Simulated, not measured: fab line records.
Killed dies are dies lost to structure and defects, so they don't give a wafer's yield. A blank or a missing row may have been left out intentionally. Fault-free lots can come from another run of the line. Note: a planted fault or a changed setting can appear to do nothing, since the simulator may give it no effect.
fab line records    flow nand_harc
record: lots: 11  wafers: 33  last_day: 33
route steps=1302 shown P_M2@336
lots with no fault: from the same line, run without faults
start_h: the number of hours between the record's first day and the start of the first shown wafer of the lot    wait_h: hours since the lot's step before    " identical to the entry in the row above    L1.1+2: several wafers, shown together as one row    - no value present, or no start provided    * or withheld: withheld    < > ~ a bound
route shown NAME@n: NAME is a module with steps in the file, n the number in the route of the first one    usual: mean and standard deviation over wafers with no fault    same: alike in all rows    chamber/n: place in a boat    sites: readings site by site    _std_site: standard deviation of those values    _edge_site: outer sites' mean less inner sites'    radius_mm: for every site, how far away it sits from the centre of the wafer    mask NAME#n: copy n    behind: the last tool/chamber to shape the wafer    hold: cause of the lot's hold/its duration in hours/its outcome    device: transistor that didn't switch, given as n, p or np    end of line: the tests these same wafers got at the end of their route    where a step has no rows: the recipe by itself    killed: dies that structure and defects cost at the first sort, which is not the same as the wafer's yield    map: per-die view of a wafer (x killed, . not killed, _ where there is no die)
set.NAME: setting as actually run; set.NAME@STEP: the setting as run at that earlier step    model.NAME: the simulator's own value behind a step, which no gauge read
steps of the route over a sample of lots; a table a step, a row a wafer
services: a tool's chamber out of use, with start hour (start_h, from the record's first day; less than 0 if before it), hours out, and reason
== steps ==
step: NHARC_P_M2_ETCH_28
recipe: target_depth_a: 300  over_etch_frac: 0.3  time_s: 72.99  ion_energy_ev: 150  cf4_flow_sccm: 50  n2_flow_sccm: 100  ar_flow_sccm: 150  rf_w: 300  bias_w: 100  chemistry: CF4/N2
usual: drypump_motor_current_A: 5.7/0.47  oes_product_au: 1.000/0.0073  rf_vpp_V: 314.6/1.4  showerhead_plenum_p_Torr: 2.65/0.072  throttle_valve_pct: 19.794/0.0091
lot.wafer  tool         chamber  start_h  wait_h  drypump_motor_current_A  oes_product_au  rf_hours_counter_h  rf_vpp_V  showerhead_plenum_p_Torr  throttle_valve_pct
L368.4     rie_diel-13  0        -        -       5.8                      0.996           7.4                 313.4     2.55                      19.788
L368.3     "            1        "        "       4.9                      1.015           7.8                 313.2     2.52                      19.798
L368.6     "            0        "        "       5.8                      1.006           -                   313.0     2.55                      19.787
L370.1     rie_diel-09  2        -        -       5.2                      0.987           0.1                 313.3     2.63                      19.799
L370.2     "            3        "        "       5.8                      1.006           0.0                 313.5     2.62                      19.798
L370.5     "            2        "        "       5.2                      0.993           -                   315.3     2.63                      19.808
L369.1     rie_diel-08  1        -        -       5.8                      0.997           6.7                 315.7     2.74                      19.799
L369.2     "            2        "        "       5.5                      0.994           5.7                 315.8     2.71                      19.806
L369.3     "            3        "        "       6.3                      0.982           6.0                 316.0     2.79                      19.787
L371.2     rie_diel-09  2        -        -       5.1                      0.996           1.9                 313.3     2.63                      19.797
L371.3     "            3        "        "       5.9                      1.007           1.8                 314.0     2.62                      19.779
L371.6     "            3        "        "       5.9                      1.001           -                   313.4     2.62                      19.795
L373.3     rie_diel-13  1        -        -       4.9                      0.994           0.4                 312.1     2.52                      19.780
L373.1     "            3        "        "       6.2                      0.995           0.4                 315.2     2.65                      19.785
L373.6     "            1        "        "       4.9                      1.002           -                   312.4     2.52                      19.793
L376.2     rie_diel-09  3        -        -       5.9                      1.007           3.6                 314.1     2.62                      19.789
L376.4     "            2        "        "       5.1                      0.996           3.3                 313.9     2.63                      19.793
L376.5     "            3        "        "       5.8                      1.003           -                   314.6     2.62                      19.797
L377.3     rie_diel-09  0        -        -       5.0                      1.007           4.1                 315.2     2.69                      19.789
L377.4     "            2        "        "       5.1                      1.000           4.8                 314.7     2.63                      19.776
L377.1     "            3        "        "       5.9                      1.003           4.5                 315.0     2.62                      19.783
L378.3     rie_diel-09  1        -        -       6.2                      0.996           4.5                 313.9     2.67                      19.779
L378.2     "            2        "        "       5.2                      0.991           4.9                 312.4     2.63                      19.796
L378.4     "            3        "        "       5.8                      0.998           4.6                 315.0     2.62                      19.795
L380.1     rie_diel-09  0        -        -       5.0                      1.009           7.1                 316.5     2.69                      19.776
L380.3     "            2        "        "       5.2                      0.983           9.7                 313.4     2.63                      19.801
L380.2     "            3        "        "       5.8                      1.013           8.3                 314.3     2.61                      19.813
L389.4     rie_diel-09  1        -        -       6.3                      0.996           0.8                 315.5     2.66                      19.792
L389.2     "            3        "        "       5.9                      0.987           1.1                 315.5     2.61                      19.810
L389.5     "            1        "        "       6.2                      0.992           -                   314.9     2.66                      19.796
L390.1     rie_diel-09  2        -        -       5.2                      0.996           1.8                 314.6     2.63                      19.784
L390.5     "            1        "        "       6.2                      0.996           -                   312.5     2.66                      19.788
L390.6     "            2        "        "       5.2                      0.995           -                   314.1     2.63                      19.788
step: NHARC_P_M2_PVD_20
recipe: target_thk_a: 50  bias_v: 168.6  power_w: 15000  chamber_pressure_pa: 0.12  time_s: 8.06  substrate_temp_c: 50  material: TaN
usual: throttle_valve_pct: 30.2/0.87
lot.wafer  tool            chamber  start_h  wait_h  throttle_valve_pct
L368.4     pvd_sputter-01  -        -        -       32.2
L368.3     "               -        "        "       29.3
L368.6     "               -        "        "       29.5
L370.2     pvd_sputter-02  -        -        -       30.3
L370.1     "               -        "        "       29.6
L370.5     "               -        "        "       30.1
L369.2     pvd_sputter-03  -        -        -       30.6
L369.3     "               -        "        "       29.8
L369.1     "               -        "        "       30.4
L371.3     pvd_sputter-01  -        -        -       29.6
L371.2     "               -        "        "       29.3
L371.6     "               -        "        "       30.4
L373.3     pvd_sputter-02  -        -        -       29.4
L373.1     "               -        "        "       30.5
L373.6     "               -        "        "       29.3
L376.4     pvd_sputter-01  -        -        -       32.3
L376.2     "               -        "        "       29.3
L376.5     "               -        "        "       30.5
L377.1     pvd_sputter-02  -        -        -       30.4
L377.3     "               -        "        "       29.4
L377.4     "               -        "        "       30.1
L378.2     pvd_sputter-02  -        -        -       30.1
L378.4     "               -        "        "       29.2
L378.3     "               -        "        "       30.5
L380.3     pvd_sputter-01  -        -        -       30.2
L380.2     "               -        "        "       30.2
L380.1     "               -        "        "       29.2
L389.4     pvd_sputter-03  -        -        -       29.4
L389.2     "               -        "        "       30.1
L389.5     "               -        "        "       29.4
L390.1     pvd_sputter-03  -        -        -       29.5
L390.6     "               -        "        "       30.7
L390.5     "               -        "        "       30.4
step: NHARC_P_M2_ECD_22
recipe: target_thk_a: 4000  bath_temp_c: 25  material: Cu
lot.wafer   tool       chamber  start_h  wait_h
L368.4+3+6  ecd_cu-02  0,1,1    143.16   -
L370.2+1+5  ecd_cu-02  0,1,0    157.09   -
L369.2+1+3  ecd_cu-02  0,1,0    158.48   -
L371.2+3+6  ecd_cu-01  0        183.41   -
L373.1+3+6  ecd_cu-02  0,1,1    193.64   -
L376.2+4+5  ecd_cu-01  0,1,1    217.78   -
L377.1+4+3  ecd_cu-01  0,1,0    240.05   -
L378.2+4+3  ecd_cu-01  0,0,1    243.84   -
L380.1+2+3  ecd_cu-01  0,1,0    284.93   -
L389.2+4+5  ecd_cu-02  0        348.14   -
L390.1+6+5  ecd_cu-02  1,0,1    359.65   -
step: NHARC_P_M2_CMP_23
recipe: t_overpolish_s: 20  target_thk_nm: 144.3
usual: edge_zone_pressure_frac: 0.999/0.0049  motor_current_A: 12.5/1.2  retaining_ring_pressure_frac: 1.000/0.005  time_to_endpoint_s: 28.8/2.1
lot.wafer  tool    chamber  start_h  wait_h  edge_zone_pressure_frac  motor_current_A  retaining_ring_pressure_frac  time_to_endpoint_s
L368.3     cmp-02  2        143.81   -       0.993                    12.8             1.002                         29.2
L368.4     "       0        "        "       0.994                    10.6             0.998                         26.4
L368.6     "       1        "        "       1.005                    12.1             1.000                         30.8
L370.1     cmp-02  3        157.82   -       0.987                    11.1             0.997                         30.1
L370.2     "       1        "        "       1.005                    11.5             0.997                         29.1
L370.5     "       0        "        "       0.997                    11.1             1.005                         26.5
L369.2     cmp-02  1        159.20   -       0.998                    11.8             1.000                         29.3
L369.3     "       2        "        "       0.992                    12.8             1.008                         29.9
L369.1     "       3        "        "       1.001                    10.9             0.998                         28.8
L371.3     cmp-02  3        184.09   -       1.007                    11.5             0.999                         30.2
L371.2     "       1        "        "       1.006                    12.5             1.000                         30.4
L371.6     "       0        "        "       1.004                    11.2             1.001                         29.2
L373.1     cmp-04  3        194.34   -       0.996                    13.7             0.989                         32.2
L373.3     "       0        "        "       0.999                    15.2             1.004                         32.9
L373.6     "       2        "        "       1.014                    12.7             1.000                         30.7
L376.2     cmp-04  1        218.53   -       1.008                    12.8             1.001                         27.6
L376.4     "       3        "        "       0.993                    13.9             0.994                         27.8
L376.5     "       0        "        "       1.004                    15.8             1.001                         28.0
L377.1     cmp-04  0        240.76   -       1.005                    15.1             0.996                         30.8
L377.4     "       1        "        "       1.001                    12.6             1.003                         29.6
L377.3     "       3        "        "       0.996                    13.8             1.000                         28.5
L378.3     cmp-02  1        244.56   -       0.999                    11.9             1.006                         31.5
L378.2     "       2        "        "       0.992                    12.1             0.999                         29.9
L378.4     "       3        "        "       1.003                    11.0             1.000                         31.3
L380.3     cmp-04  0        285.65   -       0.990                    15.2             1.005                         29.7
L380.1     "       1        "        "       0.990                    12.5             0.992                         42.2
L380.2     "       3        "        "       1.000                    14.0             1.006                         28.8
L389.2     cmp-01  0        348.81   -       1.001                    11.4             1.001                         27.7
L389.4     "       2        "        "       1.001                    12.1             1.000                         29.5
L389.5     "       0        "        "       1.002                    10.5             1.003                         27.1
L390.1     cmp-02  1        360.41   -       1.003                    12.2             1.010                         28.3
L390.6     "       2        "        "       0.999                    12.8             1.002                         24.6
L390.5     "       3        "        "       1.001                    11.1             1.000                         26.3
step: NHARC_P_M2_THK_MEAS_24
recipe: thk_meas_gauge: xrf
usual: thk_nm: 144.1/1.3
lot.wafer  tool           chamber  start_h  wait_h  thk_nm
L368.3     film_metro-01  -        144.10   -       144.5
L368.4     "              -        "        "       146.3
L368.6     "              -        "        "       145.2
L370.1     film_metro-01  -        158.13   -       144.2
L370.2     "              -        "        "       144.6
L370.5     "              -        "        "       146.0
L369.1     film_metro-01  -        159.52   -       143.6
L369.2     "              -        "        "       143.6
L369.3     "              -        "        "       144.6
L371.2     film_metro-02  -        184.40   -       143.5
L371.3     "              -        "        "       143.8
L371.6     "              -        "        "       142.9
L373.1     film_metro-02  -        194.63   -       145.7
L373.3     "              -        "        "       145.6
L373.6     "              -        "        "       145.3
L376.2     film_metro-01  -        218.82   -       143.3
L376.4     "              -        "        "       143.4
L376.5     "              -        "        "       143.7
L377.1     film_metro-01  -        241.07   -       142.8
L377.3     "              -        "        "       143.3
L377.4     "              -        "        "       143.1
L378.2     film_metro-02  -        244.87   -       143.6
L378.3     "              -        "        "       144.0
L378.4     "              -        "        "       147.0
L380.1     film_metro-01  -        285.96   -       143.7
L380.2     "              -        "        "       143.0
L380.3     "              -        "        "       142.2
L389.2     film_metro-02  -        349.13   -       143.1
L389.4     "              -        "        "       145.2
L389.5     "              -        "        "       144.5
L390.1     film_metro-02  -        360.64   -       141.9
L390.5     "              -        "        "       144.0
L390.6     "              -        "        "       143.5
== services ==
tool            chamber  start_h  hours  kind
pvd_sputter-01  -        131.67   8.5    repair
cmp-02          -        134.51   4.0    pm
rie_diel-09     -        143.10   9.0    pm
ecd_cu-02       -        154.06   1.1    repair
ecd_cu-01       -        160.26   8.0    pm
cmp-04          -        209.00   4.0    pm
rie_diel-09     -        210.56   2.0    repair
cmp-02          -        227.03   1.3    repair
rie_diel-09     -        228.74   0.5    repair
pvd_sputter-01  -        230.00   10.0   pm
cmp-02          -        232.51   4.0    pm
ecd_cu-02       -        233.08   4.8    repair
ecd_cu-02       -        241.74   0.8    repair
ecd_cu-02       -        244.23   8.0    pm
pvd_sputter-01  -        255.87   1.7    repair
cmp-02          -        259.69   1.6    repair
pvd_sputter-02  -        263.65   2.4    repair
cmp-02          -        282.26   1.4    repair
cmp-02          -        304.85   2.1    repair
rie_diel-09     0        306.56   7.1    repair
rie_diel-09     0        316.54   3.2    repair
rie_diel-09     -        320.10   9.0    pm
cmp-02          -        330.51   4.0    pm
ecd_cu-01       -        336.26   8.0    pm
== key ==
first_sign: step: NHARC_P_M2_CMP_23  reading: time_to_endpoint_s  direction: up  sigmas: 6.5  usual: *  struck: *
effect none on later readings
met_at NHARC_P_M2_ECD_22
struck_lots L380
struck_wafers L380.1
not_acting_at NHARC_P_M2_ETCH_28,NHARC_P_M2_PVD_20,NHARC_P_M2_THK_MEAS_24
onset_between 243.84 284.93
fault: kind: process_parameter_drift  tool: ecd_cu-01  chamber: -  onset_h: 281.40  steps: NHARC_P_M2_ECD_22  channel: target_thk_a  offset: *  shape: step  end_h: 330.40  scope: struck_wafers_only  acts_in: *  stated: *
